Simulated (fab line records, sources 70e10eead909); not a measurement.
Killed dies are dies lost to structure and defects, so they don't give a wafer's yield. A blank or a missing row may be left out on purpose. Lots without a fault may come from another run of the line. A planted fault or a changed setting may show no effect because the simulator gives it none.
Which tool did it? | flow nand_harc | 13 lots, 37 wafers sampled, at 5 steps of a route of 1302

WHAT THE GAUGES READ, wafer by wafer
NHARC_END_SORT_01.
lot  | measured     | on        | killed_at_array | killed_at_other | killed_at_periphery | killed_dies | killed_open | killed_short
L282 | day 25 14:19 | prober-02 | 62 66 58        | 0 2 0           | 2 3 2               | 64 71 60    | 3 3 2       | 3 3 2
L284 | day 26 04:15 | prober-02 | 52 58 63        | 0 0 0           | 0 3 4               | 52 61 67    | 8 6 2       | 4 1 1
L283 | day 26 03:28 | prober-01 | 29 52 22        | 0 1 2           | 2 2 0               | 31 55 24    | 2 1 0       | 0 2 0
L285 | day 27 09:05 | prober-02 | 78 60 77        | 2 1 1           | 1 5 5               | 81 66 83    | 3 2 4       | 3 1 1
L286 | day 28 02:23 | prober-02 | 53 48 74        | 2 2 0           | 5 4 7               | 60 54 81    | 5 3 6       | 3 2 2
L288 | day 29 13:53 | prober-02 | 672             | 3               | 2                   | 677         | 3           | 2
L289 | day 28 12:16 | prober-01 | 64 90 671       | 0 0 0           | 6 4 6               | 70 94 677   | 2 4 4       | 0 2 1
L299 | day 33 04:19 | prober-02 | 48 65 32        | 4 3 3           | 3 5 4               | 55 73 39    | 3 3 4       | 2 7 1

WHICH TOOL RAN EACH LOT (tool, then ch and the chambers of the sampled wafers, then the start)
lot  | NHARC_A_STAIRCASE_DEP_259       | NHARC_A_STAIRCASE_STRIP_274                   | NHARC_A_STAIRCASE_DEP_280       | NHARC_A_STAIRCASE_ETCH_294
L279 | pecvd-01 ch 0,1, day 16 11:08   | rie_diel-03 ch 0,1,3, day 16 17:51 or earlier | pecvd-01 ch 0,1,2, day 16 17:51 | rie_diel-08 ch 0,1,3, no start
L281 | pecvd-03 ch 0,2, day 17 15:55   | rie_diel-08 ch 1,2,3, day 18 00:50 or earlier | pecvd-04 ch 1,2, day 18 00:50   | rie_diel-08 ch 0,1, no start
L282 | pecvd-01 ch 1,2, day 17 17:46   | rie_diel-03 ch 0,1,3, day 18 01:00 or earlier | pecvd-04 ch 0,1,2, day 18 01:00 | rie_diel-03 ch 0,2,3, day 25 14:19 or earlier
L284 | pecvd-04 ch 1,2, day 18 11:24   | rie_diel-03 ch 0,1,2, day 18 19:26 or earlier | pecvd-01 ch 0,1, day 18 19:26   | rie_diel-09 ch 0,1,2, day 26 04:15 or earlier
L283 | pecvd-04 ch 1,2, day 18 11:42   | rie_diel-09 ch 1,2,3, day 18 19:24 or earlier | pecvd-03 ch 0,1, day 18 19:24   | rie_diel-08 ch 0,2,3, day 26 03:28 or earlier
L285 | pecvd-01 ch 0,1,2, day 19 07:11 | rie_diel-03 ch 0,1,3, day 19 13:35 or earlier | pecvd-01 ch 0,1,2, day 19 13:35 | rie_diel-09 ch 0,2,3, day 27 09:05 or earlier
L286 | pecvd-01 ch 0,1,2, day 19 17:02 | rie_diel-08 ch 1,2,3, day 19 23:31 or earlier | pecvd-03 ch 0,1,2, day 19 23:31 | rie_diel-09 ch 1,2,3, day 28 02:23 or earlier
L288 | pecvd-01 ch 0, day 20 17:11     | rie_diel-03 ch 3, day 21 11:55 or earlier     | pecvd-03 ch 0, day 21 11:55     | rie_diel-09 ch 3, day 29 13:53 or earlier
L289 | pecvd-01 ch 0,1,2, day 20 17:36 | rie_diel-09 ch 1,2,3, day 21 02:10 or earlier | pecvd-01 ch 0,1,2, day 21 02:10 | rie_diel-08 ch 0,1,3, day 28 12:16 or earlier
L298 | pecvd-04 ch 0,1,2, day 24 12:59 | rie_diel-03 ch 0,1,2, day 24 21:41 or earlier | pecvd-01 ch 1,2, day 24 21:41   | rie_diel-09 ch 0,2,3, no start
L299 | pecvd-04 ch 0,1,2, day 25 02:36 | rie_diel-08 ch 0,1,2, day 25 09:07 or earlier | pecvd-04 ch 0,1,2, day 25 09:07 | rie_diel-09 ch 0,1,3, day 33 04:19 or earlier
L300 | pecvd-03 ch 0,1,2, day 25 15:23 | rie_diel-08 ch 0,1,3, day 25 21:17 or earlier | pecvd-03 ch 0,1,2, day 25 21:17 | rie_diel-08 ch 1,2,3, no start
L301 | pecvd-04 ch 0,1,2, day 25 17:37 | rie_diel-08 ch 0,2,3, day 25 23:34 or earlier | pecvd-01 ch 0,1,2, day 25 23:34 | rie_diel-03 ch 0,1, no start
- NHARC_A_STAIRCASE_DEP_259: deposits SiON, target thk 30 nm.
- NHARC_A_STAIRCASE_STRIP_274: strips in O2.
- NHARC_A_STAIRCASE_DEP_280: deposits SiON, target thk 30 nm.
- NHARC_A_STAIRCASE_ETCH_294: etches the open film in C4F8/O2/Ar, target depth 4989 nm, time 1211.6 s.

WHAT THE TOOLS THEMSELVES READ (means of the sampled wafers that have a number; where no wafer has one, the mark that the record gives instead)
NHARC_A_STAIRCASE_DEP_259.
lot  | tool     | heater_power_w (W)
L279 | pecvd-01 | 723
L281 | pecvd-03 | 715
L282 | pecvd-01 | 709
L284 | pecvd-04 | 742
L283 | pecvd-04 | 782
L285 | pecvd-01 | 724
L286 | pecvd-01 | 807
L288 | pecvd-01 | 861
L289 | pecvd-01 | 772
L298 | pecvd-04 | 710
L299 | pecvd-04 | 688
L300 | pecvd-03 | 717
L301 | pecvd-04 | 689

NHARC_A_STAIRCASE_STRIP_274.
lot  | tool        | chamber_pressure_mTorr (mTorr) | drypump_motor_current_A (A) | oes_product_au (a.u.) | rf_vpp_V (V) | showerhead_plenum_p_Torr (Torr) | throttle_valve_pct (%)
L279 | rie_diel-03 | 60.04                          | 5.7                         | 1.013                 | 57.4         | 3.57                            | 17.033
L281 | rie_diel-08 | 60.00                          | 5.5                         | 0.997                 | 57.5         | 3.56                            | 17.032
L282 | rie_diel-03 | 59.99                          | 5.7                         | 1.012                 | 58.1         | 3.57                            | 17.040
L284 | rie_diel-03 | 60.00                          | 5.4                         | 1.013                 | 57.5         | 3.46                            | 17.038
L283 | rie_diel-09 | 60.01                          | 5.9                         | 0.998                 | 57.6         | 3.54                            | 17.029
L285 | rie_diel-03 | 60.03                          | 5.7                         | 1.007                 | 58.3         | 3.56                            | 17.038
L286 | rie_diel-08 | 59.99                          | 5.4                         | 0.993                 | 58.2         | 3.56                            | 17.032
L288 | rie_diel-03 | 60.01                          | 5.7                         | 1.020                 | 56.9         | 3.77                            | 17.032
L289 | rie_diel-09 | 59.99                          | 5.9                         | 0.984                 | 58.2         | 3.53                            | 17.042
L298 | rie_diel-03 | 59.93                          | 5.4                         | 1.006                 | 56.9         | 3.43                            | 17.043
L299 | rie_diel-08 | 60.01                          | 5.6                         | 0.997                 | 57.5         | 3.54                            | 17.043
L300 | rie_diel-08 | 60.04                          | 5.4                         | 0.991                 | 58.3         | 3.61                            | 17.047
L301 | rie_diel-08 | 60.05                          | 5.4                         | 1.003                 | 58.6         | 3.48                            | 17.035

NHARC_A_STAIRCASE_DEP_280.
lot  | tool     | heater_power_w (W)
L279 | pecvd-01 | 729
L281 | pecvd-04 | 729
L282 | pecvd-04 | 708
L284 | pecvd-01 | 780
L283 | pecvd-03 | 768
L285 | pecvd-01 | 791
L286 | pecvd-03 | 674
L288 | pecvd-03 | 746
L289 | pecvd-01 | 774
L298 | pecvd-01 | 735
L299 | pecvd-04 | 694
L300 | pecvd-03 | 679
L301 | pecvd-01 | 742

NHARC_A_STAIRCASE_ETCH_294.
lot  | tool        | chamber_pressure_mTorr (mTorr) | oes_product_au (a.u.) | rf_vpp_V (V)
L279 | rie_diel-08 | 25.007                         | 0.947                 | 1835
L281 | rie_diel-08 | 25.013                         | 0.925                 | 1839
L282 | rie_diel-03 | 24.994                         | 0.936                 | 1829
L284 | rie_diel-09 | 25.012                         | 0.932                 | 1827
L283 | rie_diel-08 | 25.002                         | 0.935                 | 1825
L285 | rie_diel-09 | 25.006                         | 0.921                 | 1827
L286 | rie_diel-09 | 25.003                         | 0.916                 | 1827
L288 | rie_diel-09 | 25.015                         | 0.931                 | 1825
L289 | rie_diel-08 | 25.018                         | 0.936                 | 1834
L298 | rie_diel-09 | 25.034                         | 0.926                 | 1825
L299 | rie_diel-09 | 24.974                         | 0.932                 | 1822
L300 | rie_diel-08 | 25.023                         | 0.928                 | 1827
L301 | rie_diel-03 | 25.005                         | 0.940                 | 1817

THE ANSWER, worked out from the rows above alone
Rule: what is usual is taken from the lots themselves. Put in order of their means at a reading, lots are off if they are a third of the lots or fewer, leave a main group of 4 or more, and stand apart from it by a gap of 3 or more times the standard deviation of the main group's means; of several such gaps the widest counts. A main group whose means are all the same, to the digits that the tables above print for the reading, isn't used. A lot without any number at a reading at which 4 lots or more have one is off too. The other lots that the step has rows for count as sound. The gauges are gone through in route order, then the tools' own readings, and for those a lot's mean is taken as printed above. The first step at which some lot is off is used, and at that step the reading that is off furthest; a lot without a number counts as furthest.
Off: L288, L289, at NHARC_END_SORT_01 (killed_at_array). The main group: mean 55, standard deviation 12. Neither off nor sound, because the step has no rows for them: L279, L281, L298, L300, L301.
A tool fits if, at a process step before that reading, it ran every lot that is off, and no sound lot after the first of them. The gauges at NHARC_END_SORT_01 are tried like those tools. NHARC_A_STAIRCASE_STRIP_274 gives no start for some lots, so the hours and the order of its lots are those of NHARC_A_STAIRCASE_DEP_280. NHARC_A_STAIRCASE_ETCH_294 gives no start for some lots, so the hours and the order of its lots are those of NHARC_END_SORT_01. One fits: pecvd-01 at NHARC_A_STAIRCASE_DEP_259. Its last sound lot is L286 (day 19 17:02), its first lot that is off L288 (day 20 17:11): a fault that began between those two fits.

WHAT THE SIMULATOR HAD PUT IN
Process parameter drift: pecvd-01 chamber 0, from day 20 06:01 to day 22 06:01, at NHARC_A_STAIRCASE_DEP_259. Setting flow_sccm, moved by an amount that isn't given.
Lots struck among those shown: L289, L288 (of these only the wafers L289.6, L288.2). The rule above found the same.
